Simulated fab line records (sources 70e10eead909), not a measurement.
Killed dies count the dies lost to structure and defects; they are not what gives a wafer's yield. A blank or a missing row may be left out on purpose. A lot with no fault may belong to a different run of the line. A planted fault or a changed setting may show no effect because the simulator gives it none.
A lot that was struck, set against a sound lot	flow nand_harc	13 out of 1302 route steps
Sound: wafers L739.1, L739.3, L739.6. Wafers L747.1, L747.4, L747.5 were the ones struck. The cause is given at the end.
At each step with rows: each side's tool, then ch and its chambers, then its first start. Under that, the readings that differ: sound wafers	struck wafers	difference of the means	sigmas: that difference in standard deviations of wafers without a fault.
alike: same words and numbers on both sides, and readings whose means sit less than 2 such deviations apart. not compared: any withheld reading, any reading some wafer has no value for, any bound like >300 that may hide the same value, and any number with overlapping values for which the record gives no deviation.
Wherever a step has rows on one side only, a row that says differs or no value, or a row with sigmas, the two part there. Numbers that don't overlap but have no deviation are shown without sigmas and don't part them. A reading that every wafer of one side lacks parts them only if that side has two wafers or more.

NHARC_A_CHANNEL_FILL_D1_STRIP_28: strips in O2, time 20 s.
  sound on rie_diel-11 ch 0,1,3, day 11 02:11; struck on rie_diel-11 ch 0,2,3, day 14 12:43
  alike: drypump_motor_current_A, oes_product_au, rf_vpp_V, showerhead_plenum_p_Torr, throttle_valve_pct
  not compared: rf_hours_counter_h
then, 4 steps without rows for these wafers: NHARC_A_CHANNEL_FILL_D1_PRECLEAN_21 (cleans in dHF, time 30 s); NHARC_A_CHANNEL_FILL_D1_SRD_23; NHARC_A_CHANNEL_FILL_D1_CVD_05 (deposits poly-Si, target thk 5 nm); NHARC_A_CHANNEL_FILL_D1_ANNEAL_22 (time 7200 s).
NHARC_A_CHANNEL_FILL_D1_ALD_25: deposits SiOx, target thk 60 nm, pulse time 10 s, ald cycles 600.
  sound on ald_hk-03 ch 2,3, day 11 13:56; struck on ald_hk-02 ch 0,3, day 15 01:32
  alike: heater_power_w, precursor_pulse_height_rel
NHARC_A_CHANNEL_FILL_D1_ETCHBACK_08: etches the open film in C4F8, target depth 220 nm, time 110 s.
  sound on rie_diel-13 ch 0,1,3; struck on rie_diel-03 ch 0,1,2
  alike: oes_product_au, rf_vpp_V
  not compared: rf_hours_counter_h
NHARC_A_CHANNEL_FILL_D1_STRIP_29: strips in O2, time 20 s.
  sound on rie_diel-13 ch 1,2,3; struck on rie_diel-03 ch 1,3
  alike: drypump_motor_current_A, oes_product_au, rf_vpp_V, showerhead_plenum_p_Torr, throttle_valve_pct
  not compared: rf_hours_counter_h
then, 3 steps without rows for these wafers: NHARC_A_CHANNEL_FILL_D1_PRECLEAN_30 (cleans in dHF, time 30 s); NHARC_A_CHANNEL_FILL_D1_SRD_31; NHARC_A_CHANNEL_FILL_D1_CVD_09 (deposits poly-Si, target thk 150 nm, time 3000 s).
NHARC_A_CHANNEL_FILL_D1_CMP_10: polishes, target thk 150 nm.
  sound on cmp-01 ch 0,3, day 12 01:12; struck on cmp-01 ch 0,2,3, day 15 15:16
  no value came back on the struck wafers for edge_zone_pressure_frac, motor_current_A (A), slurry_flow_ml_min, time_to_endpoint_s (s); on the sound wafers edge_zone_pressure_frac reads 1.003 0.995 0.996
-- break in the record here, with 14 days between the starts of the struck wafers on either side (left off in module A_CHANNEL_FILL_D1, picked up again in module END, where the first step shown is number 1302 on the route) --
NHARC_END_SORT_01:
  here the record holds rows for the struck wafers (prober-01 ch 0, day 29 11:13) but none for the sound ones

== WHERE THEY PART ==
At NHARC_A_CHANNEL_FILL_D1_CMP_10 first; at NHARC_END_SORT_01 last (within this record only).

WHY: whatever the simulator had introduced
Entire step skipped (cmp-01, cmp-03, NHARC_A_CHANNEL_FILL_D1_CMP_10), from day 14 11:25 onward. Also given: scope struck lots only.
